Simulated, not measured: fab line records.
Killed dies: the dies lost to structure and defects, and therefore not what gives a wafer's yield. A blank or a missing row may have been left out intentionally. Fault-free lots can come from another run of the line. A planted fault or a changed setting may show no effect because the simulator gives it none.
Lot-split experiment	flow n5-finfet	7 lots, 21 wafers read, on a route of 1938 steps

ABOUT THE SPLIT
At N5_MOL_CONTACT_COAG_ALD_27 (deposits SiOC, target thk 17 nm, pulse time 1.5 s, time 2720 s), the setting ald-cycles was moved away from the recipe's 340 on 4 of the 21 wafers read, by +7.4% to +12.1%. All remaining wafers had this setting at the recipe value.

Reading taken at the split's own step.

THE READING
SiOC_of_MOL_CONTACT_COAG_ALD_27.thk-nm (the simulator's own value, which no gauge read), in nm, at N5_MOL_CONTACT_COAG_ALD_27 (deposits SiOC, target thk 17 nm, pulse time 1.5 s, time 2720 s). The file gives no usual value for it. Here, 17 wafers ran the recipe; their average is 17.1 nm with a standard deviation of 0.14 nm.

wafer	tool, chamber at the split	ald-cycles as run	against the recipe	SiOC_of_MOL_CONTACT_COAG_ALD_27.thk-nm, nm	against lot-mates on the recipe
L075.1	ald-sin-01, 2	340	recipe	16.8	-
L075.5	ald-sin-01, 2	381	+12.1%	19	+2.1
L075.6	ald-sin-01, 3	340	recipe	17	-
L077.3	ald-sin-03, 2	368	+8.2%	18.4	+1.4
L077.5	ald-sin-03, 0,3	340	recipe	17	-
L077.6	ald-sin-03, 0,3	340	recipe	17	-
L080.1	ald-sin-03, 2	340	recipe	16.8	-
L080.5	ald-sin-03, 1,0	340	recipe	17.2	-
L080.6	ald-sin-03, 1,0	340	recipe	17.2	-
L084.2	ald-sin-02, 1	340	recipe	17.2	-
L084.5	ald-sin-02, 1	340	recipe	17.2	-
L084.3	ald-sin-02, 3	340	recipe	17	-
L085.1	ald-sin-02, 2	340	recipe	17.2	-
L085.6	ald-sin-02, 2	340	recipe	17.2	-
L085.2	ald-sin-02, 3	340	recipe	17	-
L089.3	ald-sin-03, 0,1	365	+7.4%	18.4	+1.2
L089.5	ald-sin-03, 0,1	365	+7.4%	18.4	+1.2
L089.6	ald-sin-03, 0	340	recipe	17.2	-
L097.1	ald-sin-02, 1	340	recipe	17.2	-
L097.2	ald-sin-02, 2,3	340	recipe	17	-
L097.6	ald-sin-02, 2,3	340	recipe	17	-
Where a row lists several chambers, the file gives one row for several wafers and doesn't say which wafer went through which chamber.

FIT RESULTS
A straight line over all 21 wafers: SiOC_of_MOL_CONTACT_COAG_ALD_27.thk-nm changes by +0.167 nm for each +1% of ald-cycles; r = +0.98; the points scatter about the line by 0.13 nm.
The same after taking each lot's own level away (the mean of its wafers on the recipe; 21 wafers): +0.17 nm for each +1%; r = +0.99; scatter 0.11 nm.
According to that fit, moving ald-cycles by its largest amount changes the reading by 2 nm.
The span of the lots' own levels, 16.90 to 17.20 nm, comes to 2.2 times the standard deviation stated above.
Hence the lot-to-lot level has little effect on the slope; both slopes agree.
Check: for one of the wafers moved furthest among these (+12.1%), held out of the fit, the line's prediction against its lot-mates is +2 nm. Against them it came out at +2.1 nm.

FURTHER SPLITS ON THESE WAFERS
Before the reading, these wafers also passed through other splits. Each is held against what the fit with the lots' levels taken away leaves over:
other split on the same wafers	wafers away from the commonest value	r with SiOC_of_MOL_CONTACT_COAG_ALD_27.thk-nm (lot level and that fit taken away)
N5_SD_EPI_P_ETCH_16 target-depth-a	5	-0.12
N5_SD_EPI_P_EPI_21 temp-c	7	-0.03
N5_HKMG_FIN_ETCH_54 source-w	6	+0.06
N5_HKMG_FIN_ETCH_55 time-s	8	-0.11
N5_GATE_CUT_COAT_27 spin-rpm	6	-0.02
N5_GATE_CUT_DESCUM_18 time-s	6	+0.08

FILE'S OWN FIT
SiOC_of_MOL_CONTACT_COAG_ALD_27.thk-nm changes by +0.171 nm for each +1% of ald-cycles, r = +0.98.
